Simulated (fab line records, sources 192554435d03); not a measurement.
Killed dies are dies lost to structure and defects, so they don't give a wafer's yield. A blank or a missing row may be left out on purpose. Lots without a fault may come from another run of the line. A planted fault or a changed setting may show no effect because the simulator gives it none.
Which tool did it? | flow n5_finfet | 24 lots, 72 wafers sampled, at 5 steps of a route of 1938

WHAT THE GAUGES READ, wafer by wafer
N5_BEOL_M3_RS_MEAS_58: measures by four-point-probe.
lot  | measured     | on            | M3_RS (ohm/sq)
L074 | day 7 10:22  | film_metro-02 | 0.698 0.633 0.665
L075 | day 8 03:14  | film_metro-01 | 0.666 0.628 0.633
L077 | day 8 11:37  | film_metro-01 | 0.679 0.676 0.661
L076 | day 8 12:21  | film_metro-01 | 0.632 0.625 0.639
L078 | day 8 14:00  | film_metro-02 | 0.644 0.654 0.625
L079 | day 8 15:03  | film_metro-01 | 0.680 0.648 0.657
L081 | day 8 17:57  | film_metro-02 | 0.680 0.682 0.636
L080 | day 9 00:14  | film_metro-02 | 0.666 0.638 0.654
L082 | day 9 13:19  | film_metro-02 | 0.695 0.689 0.668
L083 | day 9 17:56  | film_metro-01 | 0.643 0.703 0.650
L084 | day 10 04:37 | film_metro-01 | 0.668 0.687 0.642
L085 | day 10 08:05 | film_metro-02 | 0.650 0.651 0.676
L086 | day 10 10:19 | film_metro-02 | 0.686 0.680 0.662
L088 | day 10 18:47 | film_metro-02 | 0.665 0.676 0.633
L087 | day 11 03:49 | film_metro-02 | 0.713 0.625 0.642
L089 | day 11 12:41 | film_metro-02 | 0.662 0.658 0.624
L090 | day 11 21:05 | film_metro-01 | 0.631 0.641 0.650
L091 | day 11 21:49 | film_metro-02 | 0.688 0.630 0.649
L092 | day 12 02:20 | film_metro-02 | 0.609 0.638 0.599
L093 | day 12 02:47 | film_metro-02 | 0.623 0.638 0.625
L094 | day 12 12:10 | film_metro-02 | 0.666 0.583 0.633
L095 | day 12 17:20 | film_metro-01 | 0.700 0.664 0.612
L096 | day 13 04:08 | film_metro-02 | 0.631 0.627 0.594
L097 | day 13 06:04 | film_metro-02 | 0.652 0.647 0.606

WHICH TOOL RAN EACH LOT (tool, then ch and the chambers of the sampled wafers, then the start)
lot  | N5_BEOL_M3_ANNEAL_89         | N5_BEOL_M3_SPUTTER_90        | N5_BEOL_M3_SPUTTER_96        | N5_BEOL_M3_DEP_57
L074 | pvd_sputter-01, day 7 08:09  | pvd_sputter-01, day 7 08:17  | pvd_sputter-01, day 7 08:57  | pecvd-03 ch 1,2, day 7 10:17
L075 | pvd_sputter-01, day 8 01:08  | pvd_sputter-01, day 8 01:16  | pvd_sputter-01, day 8 01:56  | pecvd-04 ch 0,1,2, day 8 03:10
L077 | pvd_sputter-01, day 8 09:45  | pvd_sputter-01, day 8 09:53  | pvd_sputter-01, day 8 10:33  | pecvd-04 ch 0,1, day 8 11:32
L076 | pvd_sputter-02, day 8 10:14  | pvd_sputter-02, day 8 10:22  | pvd_sputter-02, day 8 11:02  | pecvd-02 ch 0,1,2, day 8 12:17
L078 | pvd_sputter-01, day 8 12:09  | pvd_sputter-01, day 8 12:17  | pvd_sputter-01, day 8 12:57  | pecvd-02 ch 0,2, day 8 13:56
L079 | pvd_sputter-02, day 8 12:37  | pvd_sputter-02, day 8 12:46  | pvd_sputter-02, day 8 13:25  | pecvd-04 ch 0,1,2, day 8 14:59
L081 | pvd_sputter-01, day 8 16:02  | pvd_sputter-01, day 8 16:10  | pvd_sputter-01, day 8 16:50  | pecvd-02 ch 0,2, day 8 17:53
L080 | pvd_sputter-01, day 8 22:21  | pvd_sputter-01, day 8 22:29  | pvd_sputter-01, day 8 23:09  | pecvd-03 ch 0,2, day 9 00:10
L082 | pvd_sputter-01, day 9 11:28  | pvd_sputter-01, day 9 11:36  | pvd_sputter-01, day 9 12:16  | pecvd-04 ch 1,2, day 9 13:14
L083 | pvd_sputter-02, day 9 16:05  | pvd_sputter-02, day 9 16:14  | pvd_sputter-02, day 9 16:53  | pecvd-04 ch 0,1, day 9 17:52
L084 | pvd_sputter-03, day 10 02:42 | pvd_sputter-03, day 10 02:50 | pvd_sputter-03, day 10 03:30 | pecvd-02 ch 0,1, day 10 04:32
L085 | pvd_sputter-01, day 10 06:10 | pvd_sputter-01, day 10 06:19 | pvd_sputter-01, day 10 06:58 | pecvd-02 ch 1,2, day 10 08:01
L086 | pvd_sputter-03, day 10 08:24 | pvd_sputter-03, day 10 08:32 | pvd_sputter-03, day 10 09:12 | pecvd-04 ch 0,2, day 10 10:16
L088 | pvd_sputter-01, day 10 16:42 | pvd_sputter-01, day 10 16:50 | pvd_sputter-01, day 10 17:30 | pecvd-03 ch 0,1,2, day 10 18:44
L087 | pvd_sputter-03, day 11 01:41 | pvd_sputter-03, day 11 01:50 | pvd_sputter-03, day 11 02:29 | pecvd-03 ch 0,1,2, day 11 03:44
L089 | pvd_sputter-02, day 11 10:49 | pvd_sputter-02, day 11 10:57 | pvd_sputter-02, day 11 11:37 | pecvd-03 ch 2, day 11 12:36
L090 | pvd_sputter-01, day 11 17:07 | pvd_sputter-01, day 11 17:16 | pvd_sputter-01, day 11 17:55 | pecvd-03 ch 0,2, day 11 21:01
L091 | pvd_sputter-03, day 11 18:39 | pvd_sputter-03, day 11 18:47 | pvd_sputter-03, day 11 19:27 | pecvd-03 ch 0,2, day 11 21:44
L092 | pvd_sputter-02, day 12 00:29 | pvd_sputter-02, day 12 00:38 | pvd_sputter-02, day 12 01:17 | pecvd-02 ch 0,1,2, day 12 02:16
L093 | pvd_sputter-01, day 12 00:56 | pvd_sputter-01, day 12 01:04 | pvd_sputter-01, day 12 01:44 | pecvd-02 ch 0,2, day 12 02:43
L094 | pvd_sputter-03, day 12 10:18 | pvd_sputter-03, day 12 10:26 | pvd_sputter-03, day 12 11:06 | pecvd-04 ch 0,2, day 12 12:05
L095 | pvd_sputter-02, day 12 15:30 | pvd_sputter-02, day 12 15:38 | pvd_sputter-02, day 12 16:18 | pecvd-03 ch 0,1,2, day 12 17:17
L096 | pvd_sputter-03, day 13 02:17 | pvd_sputter-03, day 13 02:26 | pvd_sputter-03, day 13 03:05 | pecvd-02 ch 0,1,2, day 13 04:04
L097 | pvd_sputter-02, day 13 03:58 | pvd_sputter-02, day 13 04:07 | pvd_sputter-02, day 13 04:46 | pecvd-04 ch 0,1,2, day 13 05:59
- N5_BEOL_M3_ANNEAL_89: time 240 s.
- N5_BEOL_M3_SPUTTER_90: material Cu, target thk 4.5 nm, time 8.29 s.
- N5_BEOL_M3_SPUTTER_96: material Cu, target thk 4.5 nm, time 8.29 s.
- N5_BEOL_M3_DEP_57: deposits SiCN from 3MS/NH3, target thk 8 nm, time 14 s.

WHAT THE TOOLS THEMSELVES READ (means of the sampled wafers that have a number; where no wafer has one, the mark that the record gives instead)
N5_BEOL_M3_ANNEAL_89.
lot  | tool           | heater_power_w (W)
L074 | pvd_sputter-01 | 862
L075 | pvd_sputter-01 | 877
L077 | pvd_sputter-01 | 861
L076 | pvd_sputter-02 | 747
L078 | pvd_sputter-01 | 871
L079 | pvd_sputter-02 | 746
L081 | pvd_sputter-01 | 877
L080 | pvd_sputter-01 | 873
L082 | pvd_sputter-01 | 852
L083 | pvd_sputter-02 | 790
L084 | pvd_sputter-03 | 763
L085 | pvd_sputter-01 | 856
L086 | pvd_sputter-03 | 857
L088 | pvd_sputter-01 | 870
L087 | pvd_sputter-03 | 770
L089 | pvd_sputter-02 | 726
L090 | pvd_sputter-01 | 880
L091 | pvd_sputter-03 | 848
L092 | pvd_sputter-02 | 787
L093 | pvd_sputter-01 | 884
L094 | pvd_sputter-03 | 814
L095 | pvd_sputter-02 | 709
L096 | pvd_sputter-03 | 872
L097 | pvd_sputter-02 | 746

N5_BEOL_M3_SPUTTER_90.
lot  | tool           | substrate_temp_c (C) | throttle_valve_pct (%)
L074 | pvd_sputter-01 | -20.06               | 30.6
L075 | pvd_sputter-01 | -19.96               | 30.1
L077 | pvd_sputter-01 | -20.04               | 31.3
L076 | pvd_sputter-02 | -19.94               | 30.3
L078 | pvd_sputter-01 | -20.04               | 28.9
L079 | pvd_sputter-02 | -20.04               | 30.3
L081 | pvd_sputter-01 | -19.92               | 31.0
L080 | pvd_sputter-01 | -19.95               | 29.7
L082 | pvd_sputter-01 | -20.01               | 30.4
L083 | pvd_sputter-02 | -20.09               | 29.8
L084 | pvd_sputter-03 | -20.02               | 29.1
L085 | pvd_sputter-01 | -19.99               | 31.4
L086 | pvd_sputter-03 | -19.91               | 29.7
L088 | pvd_sputter-01 | -19.95               | 29.5
L087 | pvd_sputter-03 | -20.03               | 29.0
L089 | pvd_sputter-02 | -19.97               | 29.9
L090 | pvd_sputter-01 | -20.02               | 30.3
L091 | pvd_sputter-03 | -19.99               | 29.8
L092 | pvd_sputter-02 | -19.98               | 29.8
L093 | pvd_sputter-01 | -20.00               | 29.0
L094 | pvd_sputter-03 | -19.97               | 28.9
L095 | pvd_sputter-02 | -20.07               | 29.8
L096 | pvd_sputter-03 | -20.05               | 29.2
L097 | pvd_sputter-02 | -19.94               | 29.8

N5_BEOL_M3_SPUTTER_96.
lot  | tool           | substrate_temp_c (C) | throttle_valve_pct (%)
L074 | pvd_sputter-01 | -19.98               | 30.7
L075 | pvd_sputter-01 | -19.94               | 30.0
L077 | pvd_sputter-01 | -19.98               | 31.2
L076 | pvd_sputter-02 | -20.06               | 30.3
L078 | pvd_sputter-01 | -20.11               | 28.9
L079 | pvd_sputter-02 | -19.93               | 30.2
L081 | pvd_sputter-01 | -19.83               | 31.1
L080 | pvd_sputter-01 | -20.03               | 29.6
L082 | pvd_sputter-01 | -20.01               | 30.2
L083 | pvd_sputter-02 | -19.98               | 29.8
L084 | pvd_sputter-03 | -19.97               | 29.1
L085 | pvd_sputter-01 | -19.96               | 31.1
L086 | pvd_sputter-03 | -20.07               | 29.9
L088 | pvd_sputter-01 | -19.96               | 29.7
L087 | pvd_sputter-03 | -19.99               | 29.2
L089 | pvd_sputter-02 | -19.98               | 30.2
L090 | pvd_sputter-01 | -20.01               | 30.1
L091 | pvd_sputter-03 | -19.96               | 29.7
L092 | pvd_sputter-02 | -20.03               | 29.7
L093 | pvd_sputter-01 | -19.90               | 29.0
L094 | pvd_sputter-03 | -19.92               | 28.8
L095 | pvd_sputter-02 | -19.99               | 29.7
L096 | pvd_sputter-03 | -20.07               | 29.1
L097 | pvd_sputter-02 | -20.02               | 30.1

N5_BEOL_M3_DEP_57.
lot  | tool     | chamber_pressure_Torr (Torr) | rf_fwd_power_W (W) | showerhead_plenum_p_Torr (Torr) | throttle_valve_pct (%)
L074 | pecvd-03 | 3.004                        | 199.8              | 3.647                           | 8.4
L075 | pecvd-04 | 3.002                        | 198.9              | 3.663                           | 8.9
L077 | pecvd-04 | 2.998                        | 200.1              | 3.667                           | 8.9
L076 | pecvd-02 | 3.006                        | 199.6              | 3.664                           | 9.1
L078 | pecvd-02 | 2.998                        | 198.9              | 3.653                           | 8.4
L079 | pecvd-04 | 2.996                        | 199.0              | 3.661                           | 8.8
L081 | pecvd-02 | 2.998                        | 199.7              | 3.653                           | 8.6
L080 | pecvd-03 | 2.995                        | 199.0              | 3.663                           | 9.0
L082 | pecvd-04 | 3.000                        | 200.2              | 3.670                           | 9.0
L083 | pecvd-04 | 2.999                        | 200.1              | 3.666                           | 8.9
L084 | pecvd-02 | 3.004                        | 199.1              | 3.675                           | 9.1
L085 | pecvd-02 | 3.003                        | 199.6              | 3.665                           | 9.0
L086 | pecvd-04 | 2.997                        | 199.2              | 3.665                           | 8.7
L088 | pecvd-03 | 3.003                        | 199.6              | 3.655                           | 9.0
L087 | pecvd-03 | 3.005                        | 200.2              | 3.657                           | 8.8
L089 | pecvd-03 | 2.998                        | 200.2              | 3.649                           | 8.5
L090 | pecvd-03 | 3.007                        | 199.1              | 3.671                           | 9.7
L091 | pecvd-03 | 2.995                        | 199.7              | 3.671                           | 9.7
L092 | pecvd-02 | 2.993                        | 198.9              | 3.668                           | 9.2
L093 | pecvd-02 | 3.007                        | 198.6              | 3.662                           | 8.6
L094 | pecvd-04 | 3.002                        | 199.2              | 3.657                           | 8.6
L095 | pecvd-03 | 3.003                        | 199.1              | 3.660                           | 9.0
L096 | pecvd-02 | 2.996                        | 199.3              | 3.675                           | 9.0
L097 | pecvd-04 | 3.006                        | 199.2              | 3.665                           | 8.9

THE ANSWER, worked out from the rows above alone
Rule: what is usual is taken from the lots themselves. Put in order of their means at a reading, lots are off if they are a third of the lots or fewer, leave a main group of 4 or more, and stand apart from it by a gap of 3 or more times the standard deviation of the main group's means; of several such gaps the widest counts. A main group whose means are all the same, to the digits that the tables above print for the reading, isn't used. A lot without any number at a reading at which 4 lots or more have one is off too. The other lots that the step has rows for count as sound. The gauges are gone through in route order, then the tools' own readings, and for those a lot's mean is taken as printed above. The first step at which some lot is off is used, and at that step the reading that is off furthest; a lot without a number counts as furthest.
No lot is off at any reading shown: from this, nothing can be told.

WHAT THE SIMULATOR HAD PUT IN
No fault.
